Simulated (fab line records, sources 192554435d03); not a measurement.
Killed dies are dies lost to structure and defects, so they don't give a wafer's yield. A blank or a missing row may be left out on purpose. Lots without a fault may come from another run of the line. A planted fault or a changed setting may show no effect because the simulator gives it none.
Chamber matching | flow n5_finfet | N5_BEOL_M15_DESCUM_33 on rie_diel-04: 4 sister chambers
The step chemistry O2, time 7.9 s. 4 wafers are shown with their chamber, then 8 later ones without.

WAFERS WITH THEIR CHAMBER
wafer  | chamber | drypump_motor_current_A (A)
L077.1 | 1       | 5.6
L086.1 | 0       | 5.3
L086.3 | 2       | 4.7
L091.2 | 3       | 6.4

WAFERS WITHOUT THEIR CHAMBER
wafer  | drypump_motor_current_A (A)
L091.3 | 5.6
L091.4 | 4.7
L095.1 | 5.6
L095.2 | 4.7
L095.4 | 5.3
L097.1 | 5.7
L097.4 | 4.7
L097.5 | 6.4

WHICH CHAMBER EACH WENT THROUGH
wafer  | from the rows above | in truth
L091.3 | 1                   | 1
L091.4 | 2                   | 2
L095.1 | 1                   | 1
L095.2 | 2                   | 2
L095.4 | 0                   | 0
L097.1 | 1                   | 1
L097.4 | 2                   | 2
L097.5 | 3                   | 3
Placed correctly: 8 of 8. Can't be placed from these rows: 0. Placed wrongly: 0.
How it was worked out, from the rows above alone: a wafer's distance from a chamber is the root of the sum, over the readings, of the square of ((its reading less the chamber's mean) divided by the reading's scatter). The wafer belongs to the nearest chamber; if the next one is less than 2 further off, it can't be placed. A chamber's mean is the mean of its shown wafers. The scatter: with one shown wafer a chamber, the root of the mean of the squares of how far each hidden wafer lies from its nearest shown one.
